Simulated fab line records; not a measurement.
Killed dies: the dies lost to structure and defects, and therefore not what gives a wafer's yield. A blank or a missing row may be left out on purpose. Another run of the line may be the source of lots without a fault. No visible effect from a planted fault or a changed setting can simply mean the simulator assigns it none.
fab line records	flow n5-finfet
record lots=7	wafers=20	last-day=18
route steps=1938 shown BEOL_M1@805 BEOL_M4@1111 PASSIVATION@1936
lots with no fault: from the same line, run without faults
start-h: hours from the record's opening day to when the first of the lot's shown wafers began	wait-h: hours elapsed since this lot's preceding step	" same as the row above	L1.1+2: one row covering several wafers at once	- either no value or no given start	* or withheld: withheld	< > ~ a bound
route shown NAME@n: NAME is a module with steps in the file, n the number in the route of the first one	usual: mean and standard deviation over wafers with no fault	same: alike in all rows	chamber/n: place in a boat	sites: each site's reading	_std_site: how widely they spread, as a standard deviation	_edge_site: the outer-site mean with the inner-site mean subtracted	radius-mm: how far each site lies from the wafer's centre	mask NAME#n: copy n	behind: the last tool/chamber to shape the wafer	hold: why the lot went on hold/how many hours it stayed there/how the hold came to an end	device: the transistor (n, p or np) that didn't switch	end of line: at the end of the route, the tests of the same wafers	a step given without rows: its recipe and nothing more	killed: at the first sort, the dies lost to defects and structure; wafer yield is something else	map: the dies of a wafer, with x for killed, . for not killed, _ for no die there
set.NAME: the setting as run; set.NAME@STEP: as run at that earlier step	model.NAME: the simulator's own value behind a step, which no gauge read
lots at selected steps of the route; one table per step, one row per wafer
services: a tool's chamber out of use, with start hour (start-h, from the record's first day; less than 0 if before it), hours out, and reason
## steps
# step N5_BEOL_M1_SRD_40
# recipe time-s=30	temp-c=23	rinse-liquid=diw	dry=ipa-marangoni
# step N5_BEOL_M1_PRECLEAN_42
# recipe chemistry=residue-remover	time-s=60	temp-c=40
# step N5_BEOL_M1_SRD_43
# recipe time-s=30	temp-c=23	rinse-liquid=diw	dry=ipa-marangoni
# step N5_BEOL_M1_CD_MEAS_35
# recipe target-cd-nm=18	target-cd-y-nm=21	polarity=opening
# usual cd-nm=18.0/0.38
lot.wafer	tool	chamber	start-h	wait-h	cd-nm
L993.2	cd-sem-03	-	154.66	0.0	17.9
L993.6	"	-	"	"	17.3
L994.1	cd-sem-01	-	158.19	0.0	18.4
L994.3	"	-	"	"	17.7
L994.4	"	-	"	"	17.8
L995.3	cd-sem-01	-	169.06	0.0	18.6
L995.5	"	-	"	"	18.1
L995.6	"	-	"	"	18.2
L996.1	cd-sem-02	-	169.25	0.0	16.7
L996.2	"	-	"	"	17.6
L996.4	"	-	"	"	17.9
L106.2	cd-sem-01	-	237.27	0.0	17.9
L106.5	"	-	"	"	17.9
L106.6	"	-	"	"	17.9
L108.3	cd-sem-03	-	256.58	0.0	17.9
L108.4	"	-	"	"	18.3
L108.5	"	-	"	"	17.9
L109.1	cd-sem-03	-	265.23	0.0	17.9
L109.3	"	-	"	"	18.6
L109.4	"	-	"	"	18.1
# step N5_BEOL_M1_DEGAS_44
# recipe ambient=vacuum	temp-c=250	time-s=60
# step N5_BEOL_M1_PRE_CLEAN_45
# recipe gas=H2/He	time-s=30	temp-c=250
# usual heater-power-w=349/26
lot.wafer	tool	chamber	start-h	wait-h	heater-power-w
L993.2	pvd-sputter-01	-	155.40	0.0	382
L993.6	"	-	"	"	380
L994.1	pvd-sputter-02	-	158.59	0.0	338
L994.3	"	-	"	"	369
L994.4	"	-	"	"	379
L995.3	pvd-sputter-01	-	169.37	0.0	352
L995.5	"	-	"	"	379
L995.6	"	-	"	"	354
L996.1	pvd-sputter-02	-	169.74	0.0	345
L996.2	"	-	"	"	327
L996.4	"	-	"	"	323
L106.2	pvd-sputter-02	-	237.70	0.0	330
L106.5	"	-	"	"	324
L106.6	"	-	"	"	368
L108.3	pvd-sputter-01	-	256.80	0.0	372
L108.4	"	-	"	"	321
L108.5	"	-	"	"	357
L109.1	pvd-sputter-01	-	265.33	0.0	380
L109.3	"	-	"	"	324
L109.4	"	-	"	"	369
# step N5_BEOL_M1_ALD_84
# recipe material=TaN	target-thk-a=*	temp-c=275	ald-precursor-family=PDMAT	ald-co-reactant=NH3	pressure-torr=3	carrier-flow-sccm=1500	pulse-time-s=2	purge-time-s=3	co-reactant-purge-time-s=2	co-reactant-pulse-time-s=3	ald-cycles=30	precursor-vessel-temp-c=75	precursor-vessel-pressure-torr=26.25	precursor-vessel-carrier-sccm=1000
# usual heater-power-w=426/46
# same ald-cycles=30
lot.wafer	tool	chamber	start-h	wait-h	heater-power-w
L993.2	ald-metal-01	0	155.56	0.1	514
L993.6	"	0	"	"	516
L994.1	ald-metal-04	1	158.76	0.1	343
L994.3	"	2	"	"	439
L994.4	"	3	"	"	433
L995.3	ald-metal-03	3	169.43	0.0	438
L995.5	"	3	"	"	425
L995.6	"	2	"	"	381
L996.1	ald-metal-03	0	169.81	0.0	485
L996.2	"	2	"	"	382
L996.4	"	3	"	"	444
L106.2	ald-metal-01	0	237.76	0.0	513
L106.5	"	3	"	"	431
L106.6	"	2	"	"	391
L108.3	ald-metal-04	2	256.92	0.1	462
L108.4	"	0	"	"	457
L108.5	"	1	"	"	328
L109.1	ald-metal-03	0	265.40	0.0	471
L109.3	"	1	"	"	392
L109.4	"	2	"	"	388
# step N5_BEOL_M1_SURFACE_TREAT_85
# recipe gas=Ar	time-s=*	ion-energy-ev=*	ion-current-ma-cm2=0.5	pressure-mtorr=*	ar-flow-sccm=30
# usual throttle-valve-pct=*
lot.wafer	tool	chamber	start-h	wait-h	throttle-valve-pct
L993.2	pvd-sputter-01	-	155.84	0.2	*
L993.6	"	-	"	"	*
L994.1	pvd-sputter-02	-	159.59	0.7	*
L994.3	"	-	"	"	*
L994.4	"	-	"	"	*
L995.3	pvd-sputter-02	-	169.66	0.1	*
L995.5	"	-	"	"	*
L995.6	"	-	"	"	*
L996.1	pvd-sputter-01	-	170.13	0.2	*
L996.2	"	-	"	"	*
L996.4	"	-	"	"	*
L106.2	pvd-sputter-03	-	238.05	0.2	*
L106.5	"	-	"	"	*
L106.6	"	-	"	"	*
L108.3	pvd-sputter-01	-	257.37	0.4	*
L108.4	"	-	"	"	*
L108.5	"	-	"	"	*
L109.1	pvd-sputter-03	-	265.63	0.1	*
L109.3	"	-	"	"	*
L109.4	"	-	"	"	*
# step N5_BEOL_M1_CVD_47
# recipe material=Co	target-thk-a=30	temp-c=withheld	precursor=CCTBA/H2	pressure-torr=30	time-s=223.8
# step N5_BEOL_M1_SPUTTER_48
# recipe material=Cu	target-thk-a=45	temp-c=-20	chamber-pressure-pa=0.07	power-w=withheld	time-s=8.29
# usual throttle-valve-pct=30.2/1.1
lot.wafer	tool	chamber	start-h	wait-h	throttle-valve-pct
L993.2	pvd-sputter-01	-	156.12	0.2	31.2
L993.6	"	-	"	"	30.9
L994.1	pvd-sputter-03	-	161.46	1.5	29.2
L994.3	"	-	"	"	28.7
L994.4	"	-	"	"	29.4
L995.3	pvd-sputter-02	-	169.90	0.1	29.3
L995.5	"	-	"	"	30.4
L995.6	"	-	"	"	29.5
L996.1	pvd-sputter-03	-	170.36	0.1	30.7
L996.2	"	-	"	"	28.6
L996.4	"	-	"	"	29.3
L106.2	pvd-sputter-01	-	238.42	0.2	30.9
L106.5	"	-	"	"	31.2
L106.6	"	-	"	"	32.2
L108.3	pvd-sputter-01	-	257.95	0.1	31.0
L108.4	"	-	"	"	28.9
L108.5	"	-	"	"	30.9
L109.1	pvd-sputter-03	-	265.93	0.1	29.6
L109.3	"	-	"	"	30.4
L109.4	"	-	"	"	29.6
# step N5_BEOL_M1_ANNEAL_49
# recipe temp-c=400	time-s=240	ambient=vacuum
# usual heater-power-w=867/74	susceptor-temp-C=400.02/0.23
lot.wafer	tool	chamber	start-h	wait-h	heater-power-w	susceptor-temp-C
L993.2	pvd-sputter-01	-	156.20	0.0	863	400.36
L993.6	"	-	"	"	796	400.18
L994.1	pvd-sputter-03	-	161.54	0.0	884	399.70
L994.3	"	-	"	"	944	400.11
L994.4	"	-	"	"	859	399.99
L995.3	pvd-sputter-02	-	169.98	0.0	861	399.87
L995.5	"	-	"	"	828	400.09
L995.6	"	-	"	"	928	400.24
L996.1	pvd-sputter-03	-	170.44	0.0	718	399.85
L996.2	"	-	"	"	935	399.92
L996.4	"	-	"	"	873	400.25
L106.2	pvd-sputter-01	-	238.50	0.0	879	399.79
L106.5	"	-	"	"	903	399.74
L106.6	"	-	"	"	952	400.19
L108.3	pvd-sputter-01	-	258.03	0.0	887	400.29
L108.4	"	-	"	"	954	400.02
L108.5	"	-	"	"	872	400.49
L109.1	pvd-sputter-03	-	266.01	0.0	862	399.89
L109.3	"	-	"	"	732	399.77
L109.4	"	-	"	"	857	400.02
# step N5_BEOL_M1_SPUTTER_79
# recipe material=Cu	target-thk-a=45	temp-c=-20	chamber-pressure-pa=0.07	power-w=withheld	time-s=8.29
# step N5_BEOL_M1_ANNEAL_80
# recipe temp-c=400	time-s=240	ambient=vacuum
# usual heater-power-w=865/72	susceptor-temp-C=399.97/0.22
lot.wafer	tool	chamber	start-h	wait-h	heater-power-w	susceptor-temp-C
L993.2	pvd-sputter-01	-	156.42	0.0	865	399.88
L993.6	"	-	"	"	814	399.66
L994.1	pvd-sputter-03	-	161.76	0.0	-	-
L994.3	"	-	"	"	-	-
L994.4	"	-	"	"	-	-
L995.3	pvd-sputter-02	-	170.20	0.0	-	-
L995.5	"	-	"	"	-	-
L995.6	"	-	"	"	-	-
L996.1	pvd-sputter-03	-	170.66	0.0	-	-
L996.2	"	-	"	"	-	-
L996.4	"	-	"	"	-	-
L106.2	pvd-sputter-01	-	238.72	0.0	863	400.32
L106.5	"	-	"	"	883	399.95
L106.6	"	-	"	"	955	399.66
L108.3	pvd-sputter-01	-	258.25	0.0	872	400.12
L108.4	"	-	"	"	947	399.81
L108.5	"	-	"	"	889	399.86
L109.1	pvd-sputter-03	-	266.23	0.0	866	400.20
L109.3	"	-	"	"	705	400.08
L109.4	"	-	"	"	848	400.39
# step N5_BEOL_M1_SPUTTER_81
# recipe material=Cu	target-thk-a=45	temp-c=-20	chamber-pressure-pa=0.07	power-w=withheld	time-s=8.29
# step N5_BEOL_M4_RC_MEAS_101
# usual DIBL_N=36.4/1.9	DIBL_P=35.8/2.1	IOFF_N=0.158/0.029	IOFF_P=0.21/0.035	ION_N=676/14	ION_P=465/9.7	SS_N=71.5/0.66	SS_P=73.4/0.7	VT_N=249.8/3	VT_P=-250/3.3
lot.wafer	tool	chamber	start-h	wait-h	DIBL_N[mV/V]	DIBL_P[mV/V]	IOFF_N[nA/um]	IOFF_P[nA/um]	ION_N[uA/um]	ION_P[uA/um]	SS_N[mV/dec]	SS_P[mV/dec]	VT_N[mV]	VT_P[mV]
L993.2	prober-02	0	211.39	0.5	36.3	36.5	0.146	0.19	672	460	71.4	73.6	250.9	-252
L993.6	"	0	"	"	39.0	39.5	0.190	0.24	672	463	71.8	74.7	248.9	-252
L994.1	prober-01	0	226.00	0.0	36.8	34.6	0.142	0.22	677	467	71.1	73.5	252.6	-247
L994.3	"	0	"	"	40.3	37.0	0.200	0.25	670	458	72.3	74.1	247.4	-249
L994.4	"	0	"	"	36.6	34.0	0.141	0.21	656	455	70.8	72.9	250.9	-248
L996.1	prober-01	0	233.42	0.0	36.3	35.3	0.150	0.22	667	465	71.2	73.7	249.1	-249
L996.2	"	0	"	"	35.5	35.2	0.137	0.22	670	471	70.8	73.0	250.9	-247
L996.4	"	0	"	"	37.6	36.7	0.187	0.24	682	470	71.5	73.7	246.9	-244
L995.3	prober-02	0	233.44	0.3	37.9	35.5	0.156	0.21	680	466	71.0	73.2	249.6	-250
L995.5	"	0	"	"	37.6	35.8	0.161	0.22	689	476	70.2	72.8	248.3	-249
L995.6	"	0	"	"	36.5	34.0	0.133	0.19	691	475	70.3	72.7	250.4	-250
L106.2	prober-02	0	286.67	0.2	37.8	38.3	0.185	0.27	685	471	72.7	73.7	249.9	-246
L106.5	"	0	"	"	37.3	38.3	0.175	0.30	675	469	71.8	74.5	246.9	-243
L106.6	"	0	"	"	36.2	36.8	0.164	0.25	675	465	71.2	73.8	249.4	-248
L108.3	prober-02	0	324.90	0.3	38.6	37.9	0.179	0.22	663	447	72.1	73.4	248.3	-255
L108.4	"	0	"	"	36.1	35.1	0.136	0.17	684	461	72.0	73.5	253.9	-259
L108.5	"	0	"	"	38.3	38.1	0.184	0.22	693	468	72.3	74.9	248.4	-251
L109.1	prober-02	0	329.26	0.0	38.4	36.5	0.185	0.22	663	457	72.6	73.5	248.0	-249
L109.3	"	0	"	"	36.7	36.1	0.158	0.21	674	466	71.4	73.3	248.1	-252
L109.4	"	0	"	"	38.4	37.7	0.202	0.23	685	466	72.2	73.8	244.7	-248
# step N5_PASSIVATION_PROBE_49
# usual defect-limited-yield=91.3/1.3	killed_at_M0_to_M3=34/9.1	killed_at_M4_up=14/5.6	killed-at-contacts=13/5.9	killed-at-front-end=39/11	killed-at-other=3.6/3	killed-dies=102/16	killed-open=68/12	killed-short=33/7.3	sort_bin_5_function=5.2/0.89	sort_bin_6_memory=3.2/0.68	sort-n-pass=1078/16	sort-yield-pct=91.3/1.3
# same gross-dies=1180	killed-at-back-side=0	sort_bin_4_leakage[%]=0	sort_bin_8_speed[%]=0
lot.wafer	tool	chamber	start-h	wait-h	defect-limited-yield[%]	killed_at_M0_to_M3	killed_at_M4_up	killed-at-contacts	killed-at-front-end	killed-at-other	killed-dies	killed-open	killed-short	sort_bin_5_function[%]	sort_bin_6_memory[%]	sort-n-pass	sort-yield-pct[%]
L993.2	prober-02	-	319.34	0.1	90.9	42	12	2	45	6	107	61	45	5.8	2.8	1073	90.9
L993.6	prober-02	-	319.54	0.3	90.9	45	16	11	32	3	107	84	22	5.7	3.4	1073	90.9
L996.1	prober-01	-	334.05	0.0	92.5	15	14	16	43	0	88	58	28	4.5	2.8	1092	92.5
L996.2	prober-01	-	334.10	0.1	91.0	41	14	12	38	1	106	61	45	6.4	2.5	1074	91.0
L996.4	prober-01	-	334.20	0.2	92.9	28	14	13	28	1	84	60	24	4.0	3.0	1096	92.9
L995.3	prober-01	-	341.84	0.1	89.5	36	17	15	50	6	124	87	36	6.7	3.2	1056	89.5
L995.5	prober-01	-	341.94	0.2	90.2	31	14	9	58	4	116	85	31	5.8	3.8	1064	90.2
L995.6	prober-01	-	341.99	0.3	91.2	27	21	15	40	1	104	71	30	5.3	3.1	1076	91.2
L106.2	prober-01	-	399.97	0.1	91.0	40	11	16	34	5	106	77	29	5.8	2.9	1074	91.0
L106.5	prober-01	-	400.12	0.2	92.0	25	15	9	43	2	94	66	28	4.4	3.4	1086	92.0
L109.1	prober-02	-	439.27	0.0	90.3	48	7	15	44	1	115	81	34	6.2	3.0	1065	90.3
L109.3	prober-02	-	439.37	0.1	94.1	39	8	5	15	3	70	48	20	4.3	1.6	1110	94.1
L109.4	prober-02	-	439.42	0.2	91.7	40	3	24	27	4	98	66	31	4.7	3.1	1082	91.7
# killed by level:class
L993.2 BEOL_M0_SAQP:geometric-particle:short=12 FIN_SAQP:geometric-particle:short=10 FIN_SAQP:geometric-particle:open=8 BEOL_M3:geometric-particle:open=8 STI_FIN_REVEAL:geometric-particle:open=7 BEOL_M0_SAQP:geometric-particle:open=7 BEOL_M2:geometric-particle:open=5 STARTING-WAFER:geometric-particle:short=4
L993.6 BEOL_M0_SAQP:geometric-particle:open=17 STI_FIN_REVEAL:geometric-particle:open=12 MOL_CONTACT_COAG:geometric-particle:open=10 BEOL_M1:geometric-particle:open=9 FIN_SAQP:geometric-particle:open=7 BEOL_M0_SAQP:geometric-particle:short=6 BEOL_M3:geometric-particle:open=6 BEOL_M4:geometric-particle:open=6
L996.1 MOL_CONTACT_COAG:geometric-particle:open=12 DUMMY_GATE:geometric-particle:open=10 STI_FIN_REVEAL:geometric-particle:open=9 GATE_CUT:geometric-particle:short=5 BEOL_M5:geometric-particle:open=5 DUMMY_GATE:geometric-particle:short=4 MOL_CONTACT_COAG:geometric-particle:short=4 BEOL_M0_SAQP:geometric-particle:open=4
L996.2 STI_FIN_REVEAL:geometric-particle:open=11 MOL_CONTACT_COAG:geometric-particle:open=11 BEOL_M0_SAQP:geometric-particle:short=10 BEOL_M4:geometric-particle:open=9 STI_FIN_REVEAL:geometric-particle:short=7 BEOL_M0_SAQP:geometric-particle:open=7 BEOL_M2:geometric-particle:open=6 GATE_CUT:geometric-particle:short=5
L996.4 BEOL_M2:geometric-particle:open=14 MOL_CONTACT_COAG:geometric-particle:open=12 BEOL_M4:geometric-particle:open=6 STI_FIN_REVEAL:geometric-particle:open=4 GATE_CUT:geometric-particle:short=4 BEOL_M1:geometric-particle:open=4 BEOL_M5:geometric-particle:open=4 FIN_SAQP:geometric-particle:short=3
L995.3 FIN_SAQP:geometric-particle:open=17 MOL_CONTACT_COAG:geometric-particle:open=14 BEOL_M2:geometric-particle:open=13 FIN_SAQP:geometric-particle:short=10 STI_FIN_REVEAL:geometric-particle:open=9 BEOL_M4:geometric-particle:open=8 STARTING-WAFER:geometric-particle:short=5 BEOL_M0_SAQP:geometric-particle:short=5
L995.5 DUMMY_GATE:geometric-particle:open=14 FIN_SAQP:geometric-particle:open=13 BEOL_M0_SAQP:geometric-particle:open=13 FIN_SAQP:geometric-particle:short=10 STI_FIN_REVEAL:geometric-particle:open=6 MOL_CONTACT_COAG:geometric-particle:open=6 BEOL_M0_SAQP:geometric-particle:short=6 BEOL_M4:geometric-particle:open=6
L995.6 FIN_SAQP:geometric-particle:open=14 MOL_CONTACT_COAG:geometric-particle:open=10 BEOL_M2:geometric-particle:open=10 BEOL_M4:geometric-particle:open=8 FIN_SAQP:geometric-particle:short=7 GATE_CUT:geometric-particle:open=5 MOL_CONTACT_COAG:geometric-particle:short=5 BEOL_M0_SAQP:geometric-particle:open=4
L106.2 MOL_CONTACT_COAG:geometric-particle:open=15 BEOL_M0_SAQP:geometric-particle:short=11 BEOL_M0_SAQP:geometric-particle:open=11 STI_FIN_REVEAL:geometric-particle:open=9 BEOL_M1:geometric-particle:open=7 GATE_CUT:geometric-particle:open=7 FIN_SAQP:geometric-particle:open=4 DUMMY_GATE:geometric-particle:open=4
L106.5 STI_FIN_REVEAL:geometric-particle:open=11 MOL_CONTACT_COAG:geometric-particle:open=9 BEOL_M4:geometric-particle:open=9 BEOL_M0_SAQP:geometric-particle:open=8 GATE_CUT:geometric-particle:short=6 BEOL_M2:geometric-particle:open=6 FIN_SAQP:geometric-particle:short=4 DUMMY_GATE:geometric-particle:open=4
L109.1 BEOL_M2:geometric-particle:open=19 MOL_CONTACT_COAG:geometric-particle:open=15 FIN_SAQP:geometric-particle:short=14 STI_FIN_REVEAL:geometric-particle:open=10 BEOL_M3:geometric-particle:open=8 BEOL_M0_SAQP:geometric-particle:short=6 BEOL_M1:geometric-particle:open=5 FIN_SAQP:geometric-particle:open=4
L109.3 BEOL_M3:geometric-particle:open=12 BEOL_M0_SAQP:geometric-particle:open=6 BEOL_M2:geometric-particle:open=6 BEOL_M3:geometric-particle:short=6 MOL_CONTACT_COAG:geometric-particle:open=5 BEOL_M1:geometric-particle:open=5 FIN_SAQP:geometric-particle:short=3 FIN_SAQP:geometric-particle:open=3
L109.4 MOL_CONTACT_COAG:geometric-particle:open=20 BEOL_M3:geometric-particle:open=15 GATE_CUT:geometric-particle:short=6 BEOL_M0_SAQP:geometric-particle:open=6 FIN_SAQP:geometric-particle:open=5 BEOL_M0_SAQP:geometric-particle:short=5 FIN_SAQP:geometric-particle:short=4 MOL_CONTACT_COAG:geometric-particle:short=4
## services
tool	chamber	start-h	hours	kind
ald-metal-03	-	137.70	19.6	repair
ald-metal-03	-	177.84	2.8	pm
pvd-sputter-02	-	180.38	6.8	repair
pvd-sputter-01	-	185.31	8.9	repair
ald-metal-03	-	191.29	2.8	repair
## key
first-sign step=N5_BEOL_M1_ANNEAL_80	reading=tool-record	direction=missing
effect none on later readings
met-at N5_BEOL_M1_ANNEAL_80
struck-wafers L994.1,L994.3,L994.4,L995.3,L995.5,L995.6,L996.1,L996.2,L996.4
fault kind=skipped-step-whole	tool=pvd-sputter-02,pvd-sputter-03	chamber=-	onset-h=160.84	steps=N5_BEOL_M1_ANNEAL_80	scope=struck-lots-only
